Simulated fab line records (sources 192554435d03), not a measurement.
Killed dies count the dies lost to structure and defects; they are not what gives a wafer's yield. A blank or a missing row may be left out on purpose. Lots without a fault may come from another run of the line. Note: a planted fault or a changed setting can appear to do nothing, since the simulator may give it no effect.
Split-lot experiment | flow n5Finfet | 39 wafers read across 7 lots, on a route 1938 steps long

THE SPLIT ITSELF
At N5_BEOL_M11_ALD_74 (deposits TaN, target thk 2 nm, pulse time 2 s, purge time 3 s), the setting aldCycles was moved away from the recipe's 40 on 15 of the 39 wafers read, by -47.5% to +32.5%. The other wafers ran this setting at the recipe's value.

The reading comes from the split's own step.

THE READING
TaN_of_BEOL_M11_ALD_74.thkNm (the simulator's own value, which no gauge read), in nm, at N5_BEOL_M11_ALD_74 (deposits TaN, target thk 2 nm, pulse time 2 s, purge time 3 s). There is no usual value for it anywhere in the file.

wafer  | tool, chamber at the split | aldCycles as run | against the recipe | TaN_of_BEOL_M11_ALD_74.thkNm, nm | against lot-mates on the recipe
L078.1 | aldMetal-03, 3,0,2         | 40               | recipe             | 2                                | -
L078.2 | aldMetal-03, 3,0,2         | 40               | recipe             | 2                                | -
L078.4 | aldMetal-03, 3,0,2         | 40               | recipe             | 2                                | -
L080.1 | aldMetal-03, 3,2,0         | 40               | recipe             | 2                                | -
L080.5 | aldMetal-03, 3,2,0         | 40               | recipe             | 2                                | -
L080.6 | aldMetal-03, 3,2,0         | 40               | recipe             | 2                                | -
L080.2 | aldMetal-03, 2,0,3         | 22               | -45.0%             | 1                                | -1.0
L080.3 | aldMetal-03, 2,0,3         | 22               | -45.0%             | 1                                | -1.0
L080.4 | aldMetal-03, 2,0,3         | 22               | -45.0%             | 1                                | -1.0
L081.1 | aldMetal-03, 0,2,1         | 40               | recipe             | 2                                | -
L081.2 | aldMetal-03, 0,2,1         | 40               | recipe             | 2                                | -
L081.4 | aldMetal-03, 0,2,1         | 40               | recipe             | 2                                | -
L081.3 | aldMetal-03, 3,2,3         | 23               | -42.5%             | 1.2                              | -0.8
L081.5 | aldMetal-03, 3,2,3         | 23               | -42.5%             | 1.2                              | -0.8
L081.6 | aldMetal-03, 3,2,3         | 23               | -42.5%             | 1.2                              | -0.8
L084.1 | aldMetal-01, 3,1,0,2,2,1   | 40               | recipe             | 2                                | -
L084.2 | aldMetal-01, 3,1,0,2,2,1   | 40               | recipe             | 2                                | -
L084.3 | aldMetal-01, 3,1,0,2,2,1   | 40               | recipe             | 2                                | -
L084.4 | aldMetal-01, 3,1,0,2,2,1   | 40               | recipe             | 2                                | -
L084.5 | aldMetal-01, 3,1,0,2,2,1   | 40               | recipe             | 2                                | -
L084.6 | aldMetal-01, 3,1,0,2,2,1   | 40               | recipe             | 2                                | -
L088.1 | aldMetal-01, 1,0,2         | 28               | -30.0%             | 1.4                              | -0.6
L088.2 | aldMetal-01, 1,0,2         | 28               | -30.0%             | 1.4                              | -0.6
L088.3 | aldMetal-01, 1,0,2         | 28               | -30.0%             | 1.4                              | -0.6
L088.4 | aldMetal-01, 3,0,1         | 40               | recipe             | 2                                | -
L088.5 | aldMetal-01, 3,0,1         | 40               | recipe             | 2                                | -
L088.6 | aldMetal-01, 3,0,1         | 40               | recipe             | 2                                | -
L094.1 | aldMetal-03, 0,3,2         | 53               | +32.5%             | 2.6                              | +0.6
L094.3 | aldMetal-03, 0,3,2         | 53               | +32.5%             | 2.6                              | +0.6
L094.5 | aldMetal-03, 0,3,2         | 53               | +32.5%             | 2.6                              | +0.6
L094.2 | aldMetal-03, 1,2,3         | 40               | recipe             | 2                                | -
L094.4 | aldMetal-03, 1,2,3         | 40               | recipe             | 2                                | -
L094.6 | aldMetal-03, 1,2,3         | 40               | recipe             | 2                                | -
L093.1 | aldMetal-04, 1,2,3         | 21               | -47.5%             | 1                                | -1.0
L093.3 | aldMetal-04, 1,2,3         | 21               | -47.5%             | 1                                | -1.0
L093.4 | aldMetal-04, 1,2,3         | 21               | -47.5%             | 1                                | -1.0
L093.2 | aldMetal-04, 0,1,2         | 40               | recipe             | 2                                | -
L093.5 | aldMetal-04, 0,1,2         | 40               | recipe             | 2                                | -
L093.6 | aldMetal-04, 0,1,2         | 40               | recipe             | 2                                | -
Where a row lists several chambers, the file gives one row for several wafers and doesn't say which wafer went through which chamber.

FIT RESULTS
A straight line over all 39 wafers: TaN_of_BEOL_M11_ALD_74.thkNm changes by +0.0202 nm for each +1% of aldCycles; r = +1.00; the points scatter about the line by 0.035 nm.
The same after taking each lot's own level away (the mean of its wafers on the recipe; 39 wafers): +0.0202 nm for each +1%; r = +1.00; scatter 0.035 nm.
The reading moves by 0.96 nm for the largest change in aldCycles, on that fit.
The lots' own levels span 2.00 to 2.00 nm.
The two slopes agree, so the slope changes little with the lot-to-lot level.
Check: for one of the wafers moved furthest among these (-47.5%), held out of the fit, the line's prediction against its lot-mates is -0.967 nm. It came out at -1 nm against them.

ADDITIONAL SPLITS CARRIED BY THESE WAFERS
Other splits were also applied to these wafers ahead of the reading. Each is held against what the fit with the lots' levels taken away leaves over:
other split on the same wafers | wafers away from the commonest value | r with TaN_of_BEOL_M11_ALD_74.thkNm (lot level and that fit taken away)
N5_BEOL_M8_DESCUM_33 timeS     | 12                                   | +0.29
N5_BEOL_M10_ILD_DEP_00 timeS   | 12                                   | +0.09

FILE'S OWN FIT
TaN_of_BEOL_M11_ALD_74.thkNm changes by +0.0204 nm for each +1% of aldCycles, r = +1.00.
